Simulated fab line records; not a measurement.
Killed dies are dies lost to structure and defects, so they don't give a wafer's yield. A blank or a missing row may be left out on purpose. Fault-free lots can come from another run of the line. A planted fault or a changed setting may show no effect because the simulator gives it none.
Chamber matching + flow n5Finfet + uvCure-02 running N5_BEOL_M11_CURE_72: 3 sister chambers
The step cures SiCOH lowk, time 120 s. 18 wafers are shown with their chamber, then 9 later ones without.

== WAFERS, EACH WITH ITS CHAMBER ==
| wafer  | chamber | wafer_temp_C_max | lampPowerPct (%) |
|--------|---------|------------------|------------------|
| L075.2 | 2       | 372.3            | 52.30            |
| L075.4 | 2       | 372.0            | 52.29            |
| L075.6 | 2       | 372.3            | 52.31            |
| L080.2 | 1       | 370.8            | 52.32            |
| L080.5 | 1       | 370.8            | 52.32            |
| L080.6 | 1       | 371.0            | 52.30            |
| L083.1 | 2       | 372.5            | 52.36            |
| L083.3 | 2       | 372.7            | 52.29            |
| L083.4 | 2       | 372.5            | 52.32            |
| L087.3 | 2       | 371.9            | 52.26            |
| L087.4 | 2       | 373.6            | 52.26            |
| L087.5 | 2       | 372.5            | 52.36            |
| L088.2 | 2       | 372.2            | 52.35            |
| L088.4 | 2       | 372.5            | 52.30            |
| L088.5 | 2       | 372.7            | 52.31            |
| L089.2 | 0       | 371.9            | 52.30            |
| L089.3 | 0       | 372.2            | 52.31            |
| L089.5 | 0       | 372.1            | 52.25            |

SIGNATURES, as means of the wafers listed above
| reading          | chamber 0 | chamber 1 | chamber 2 | scatter within a chamber |
|------------------|-----------|-----------|-----------|--------------------------|
| wafer_temp_C_max | 372.067   | 370.867   | 372.475   | 0.377                    |
| lampPowerPct     | 52.2867   | 52.3133   | 52.3092   | 0.0316                   |
Rule: a wafer's distance from a chamber is the root of the sum, over the readings, of the square of ((its reading less the chamber's mean) divided by the reading's scatter). If the next closest chamber is less than 2 further off than the closest, the wafer can't be placed; otherwise it belongs to the closest. The scatter is the square root of a quotient: the sum, over the shown wafers, of each reading's squared deviation from its chamber's mean, divided by wafers minus chambers.

== WAFERS WHOSE CHAMBER IS MISSING ==
| wafer  | wafer_temp_C_max | lampPowerPct (%) |
|--------|------------------|------------------|
| L091.1 | 372.1            | 52.30            |
| L091.2 | 372.4            | 52.40            |
| L091.3 | 372.3            | 52.22            |
| L094.1 | 371.0            | 52.28            |
| L094.5 | 370.7            | 52.26            |
| L094.6 | 370.9            | 52.32            |
| L095.2 | 371.0            | 52.29            |
| L095.3 | 371.3            | 52.24            |
| L095.4 | 371.2            | 52.24            |

== WHICH CHAMBER EACH ONE RAN IN ==
| wafer  | from the rows above          | in truth |
|--------|------------------------------|----------|
| L091.1 | can't be placed: 0 or 2      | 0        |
| L091.2 | can't be placed: 2 or 0      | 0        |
| L091.3 | can't be placed: 0 or 2      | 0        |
| L094.1 | can't be placed: 1 or 0      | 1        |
| L094.5 | can't be placed: 1 or 0      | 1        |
| L094.6 | 1                            | 1        |
| L095.2 | 1                            | 1        |
| L095.3 | can't be placed: 0 or 1 or 2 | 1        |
| L095.4 | can't be placed: 1 or 0 or 2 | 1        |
2 of 9 placed correctly. These rows do not allow placing 7 (true chamber among the candidates in 7). 0 placed wrongly.
